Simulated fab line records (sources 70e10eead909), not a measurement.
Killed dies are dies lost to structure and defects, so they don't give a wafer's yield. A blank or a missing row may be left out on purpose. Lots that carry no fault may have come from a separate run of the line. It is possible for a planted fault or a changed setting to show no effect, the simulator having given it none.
Which tool did it? -- flow nandHarc -- Sampling: 13 lots, 39 wafers, 5 of 1302 route steps

WHAT EACH GAUGE READ, for each wafer
NHARC_A_ONON_D2_THK_MEAS_02: measures by ellipsometry.
lot,measured,on,thkNm (nm)
L433,day 12 21:23,filmMetro-01,998 1000 999
L432,day 12 21:22,filmMetro-02,995 997 994
L438,day 15 06:58,filmMetro-02,990 991 991
L440,day 16 04:28,filmMetro-02,1000 879 1000 999 880 1001
L444,day 18 04:17,filmMetro-02,1001 1001 1000
L445,day 18 14:15,filmMetro-02,1001 1004 1003
L446,day 18 14:05,filmMetro-02,998 1000 999
L447,day 19 00:13,filmMetro-02,1008 1008 1008
L449,day 19 15:43,filmMetro-02,999 999 998
L450,day 20 12:02,filmMetro-02,994 994 994
L451,day 20 12:04,filmMetro-02,1002 1001 1004
L453,day 22 01:34,filmMetro-02,1018 1019 1018
L454,day 22 13:26,filmMetro-01,999 997 998

WHICH TOOL RAN EACH LOT (tool, then ch and the chambers of the sampled wafers, then the start)
lot,NHARC_A_CHANNEL_HOLE_D1_ETCH_34,NHARC_A_CHANNEL_HOLE_D1_ETCH_20,NHARC_A_CHANNEL_HOLE_D1_ETCH_23,NHARC_A_ONON_D2_DEP_00
L433,"rieDiel-04 ch 0,1,2, day 9 04:12 or earlier","harEtch-02 ch 0,1, day 9 04:12","harEtch-02 ch 0,1, day 9 05:39","pecvdOnon-03 ch 0, day 12 20:59"
L432,"rieDiel-13 ch 1,3, day 9 05:35 or earlier","harEtch-01 ch 0,1, day 9 05:35","harEtch-01 ch 0,1, day 9 06:58","pecvdOnon-02 ch 0, day 12 20:52"
L438,"rieDiel-04 ch 0,2,3, day 11 15:23 or earlier","harEtch-01 ch 0,1, day 11 15:23","harEtch-01 ch 0,1, day 11 16:46","pecvdOnon-03 ch 0, day 15 06:28"
L440,"rieDiel-04 ch 0,2, day 12 13:47 or earlier","harEtch-02 ch 0,1, day 12 13:47","harEtch-02 ch 0,1, day 12 15:07","pecvdOnon-03 ch 0, day 16 03:57"
L444,"rieDiel-13 ch 0,1,2, day 13 23:40 or earlier","harEtch-02 ch 0,1, day 13 23:40","harEtch-02 ch 0,1, day 14 01:04","pecvdOnon-01 ch 0, day 18 03:47"
L445,"rieDiel-04 ch 0,1,3, day 14 15:31 or earlier","harEtch-02 ch 0,1, day 14 15:31","harEtch-02 ch 0,1, day 14 16:50","pecvdOnon-01 ch 0, day 18 13:44"
L446,"rieDiel-04 ch 0,3, day 14 16:01 or earlier","harEtch-01 ch 0,1, day 14 16:01","harEtch-01 ch 0,1, day 14 17:23","pecvdOnon-02 ch 0, day 18 13:38"
L447,"rieDiel-04 ch 1,2,3, day 15 07:01 or earlier","harEtch-01 ch 0,1, day 15 07:01","harEtch-01 ch 0,1, day 15 08:20","pecvdOnon-02 ch 0, day 18 23:46"
L449,"rieDiel-03 ch 0,1,3, day 15 22:05 or earlier","harEtch-01 ch 0,1, day 15 22:05","harEtch-01 ch 0,1, day 15 23:25","pecvdOnon-02 ch 0, day 19 15:13"
L450,"rieDiel-04 ch 0,3, day 16 14:05 or earlier","harEtch-01 ch 0,1, day 16 14:05","harEtch-01 ch 0,1, day 16 15:24","pecvdOnon-03 ch 0, day 20 11:35"
L451,"rieDiel-04 ch 0,2,3, day 16 15:44 or earlier","harEtch-02 ch 0,1, day 16 15:44","harEtch-02 ch 0,1, day 16 17:11","pecvdOnon-02 ch 0, day 20 11:40"
L453,"rieDiel-13 ch 1,3, day 18 02:27 or earlier","harEtch-02 ch 0,1, day 18 02:27","harEtch-02 ch 0,1, day 18 03:46","pecvdOnon-03 ch 0, day 22 01:03"
L454,"rieDiel-04 ch 0,1, day 18 13:30 or earlier","harEtch-02 ch 0,1, day 18 13:30","harEtch-02 ch 0,1, day 18 14:57","pecvdOnon-02 ch 0, day 22 13:01"
- NHARC_A_CHANNEL_HOLE_D1_ETCH_34: etches the open film in CF4/CHF3, target depth 154 nm, time 77 s.
- NHARC_A_CHANNEL_HOLE_D1_ETCH_20: etches the open film in C4F8/O2/Ar, time 361.9 s, target depth 1600 nm.
- NHARC_A_CHANNEL_HOLE_D1_ETCH_23: etches the open film in C4F8/O2/Ar, time 819 s, target depth 1600 nm.
- NHARC_A_ONON_D2_DEP_00: target thk 1000 nm.

AS READ BY THE TOOLS THEMSELVES (means over the sampled wafers that have a number; for cases with no such wafer, the mark the record gives instead)
NHARC_A_CHANNEL_HOLE_D1_ETCH_34.
lot,tool,drypumpMotorCurrentA (A),oesProductAu (a.u.),rfVppV (V),showerheadPlenumPTorr (Torr),throttleValvePct (%)
L433,rieDiel-04,5.3,0.967,372.1,1.60,16.799
L432,rieDiel-13,5.3,0.945,371.0,1.56,16.805
L438,rieDiel-04,5.5,0.929,369.8,1.56,16.794
L440,rieDiel-04,5.2,0.965,371.5,1.60,16.806
L444,rieDiel-13,5.8,0.936,372.0,1.64,16.797
L445,rieDiel-04,5.6,0.941,369.5,1.57,16.800
L446,rieDiel-04,5.6,0.936,370.7,1.55,16.804
L447,rieDiel-04,5.4,0.934,370.4,1.57,16.804
L449,rieDiel-03,5.7,0.937,368.7,1.52,16.807
L450,rieDiel-04,5.6,0.980,369.4,1.55,16.794
L451,rieDiel-04,5.5,0.973,370.1,1.56,16.806
L453,rieDiel-13,5.4,0.959,370.7,1.58,16.812
L454,rieDiel-04,5.4,0.969,371.6,1.60,16.802

NHARC_A_CHANNEL_HOLE_D1_ETCH_20.
lot,tool,drypumpMotorCurrentA (A),o2FlowSccm (sccm),showerheadPlenumPTorr (Torr),throttleValvePct (%)
L433,harEtch-02,5.6,35.76,3.64,32.151
L432,harEtch-01,5.8,35.61,3.66,32.153
L438,harEtch-01,5.8,35.70,3.64,32.159
L440,harEtch-02,5.5,35.61,3.62,32.158
L444,harEtch-02,5.3,35.68,3.67,32.168
L445,harEtch-02,5.6,35.80,3.61,32.156
L446,harEtch-01,5.8,35.72,3.62,32.157
L447,harEtch-01,5.5,35.63,3.55,32.156
L449,harEtch-01,5.5,35.70,3.55,32.164
L450,harEtch-01,5.5,35.64,3.54,32.163
L451,harEtch-02,5.3,35.67,3.64,32.150
L453,harEtch-02,5.3,35.67,3.78,32.149
L454,harEtch-02,5.3,35.63,3.78,32.152

NHARC_A_CHANNEL_HOLE_D1_ETCH_23.
lot,tool,drypumpMotorCurrentA (A),o2FlowSccm (sccm),showerheadPlenumPTorr (Torr),throttleValvePct (%)
L433,harEtch-02,5.6,35.64,3.64,32.158
L432,harEtch-01,5.8,35.72,3.66,32.150
L438,harEtch-01,5.8,35.75,3.64,32.147
L440,harEtch-02,5.5,35.75,3.62,32.153
L444,harEtch-02,5.3,35.77,3.66,32.147
L445,harEtch-02,5.6,35.67,3.61,32.157
L446,harEtch-01,5.8,35.66,3.62,32.164
L447,harEtch-01,5.5,35.61,3.55,32.149
L449,harEtch-01,5.5,35.76,3.55,32.165
L450,harEtch-01,5.5,35.66,3.54,32.152
L451,harEtch-02,5.3,35.56,3.64,32.153
L453,harEtch-02,5.3,35.67,3.78,32.156
L454,harEtch-02,5.3,35.64,3.78,32.156

NHARC_A_ONON_D2_DEP_00.
lot,tool,n2oFlowSccm (sccm),susceptorTempC (C)
L433,pecvdOnon-03,2006,400.13
L432,pecvdOnon-02,2004,399.86
L438,pecvdOnon-03,1992,400.21
L440,pecvdOnon-03,2003,400.12
L444,pecvdOnon-01,1997,400.06
L445,pecvdOnon-01,1995,399.91
L446,pecvdOnon-02,2002,399.86
L447,pecvdOnon-02,2003,399.67
L449,pecvdOnon-02,2001,399.92
L450,pecvdOnon-03,1994,399.85
L451,pecvdOnon-02,1995,400.16
L453,pecvdOnon-03,2002,399.90
L454,pecvdOnon-02,2006,400.03

THE ANSWER, worked out from the rows above alone
Rule: the lots themselves supply what counts as usual. The widest of any qualifying gaps counts: lots, ordered by their means at a reading, are off when they make up no more than a third of the lots, leave a main group of 4 or more, and stand apart from it by 3 or more times the standard deviation of that group's means. If all means in a main group match to the digits the tables above print for the reading, that group is not used. A lot without any number at a reading at which 4 lots or more have one is off too. The other lots that the step has rows for count as sound. Order of review: gauges by route order, followed by the tools' own readings, for which a lot's mean as printed above is used. The first step at which some lot is off is used, and at that step the reading that is off furthest; a lot without a number counts as furthest.
Off, at NHARC_A_ONON_D2_THK_MEAS_02 on thkNm: L440. The main group: mean 1001 nm, standard deviation 6.8.
If a tool, at a process step before that reading, ran all the lots that are off and no sound lot after the first of them, it fits. The gauges at NHARC_A_ONON_D2_THK_MEAS_02 are tried like those tools. Because NHARC_A_CHANNEL_HOLE_D1_ETCH_34 lacks a start for some lots, the hours and order of its lots are taken from NHARC_A_CHANNEL_HOLE_D1_ETCH_20. None of those tried fits.

WHAT THE SIMULATOR PUT IN
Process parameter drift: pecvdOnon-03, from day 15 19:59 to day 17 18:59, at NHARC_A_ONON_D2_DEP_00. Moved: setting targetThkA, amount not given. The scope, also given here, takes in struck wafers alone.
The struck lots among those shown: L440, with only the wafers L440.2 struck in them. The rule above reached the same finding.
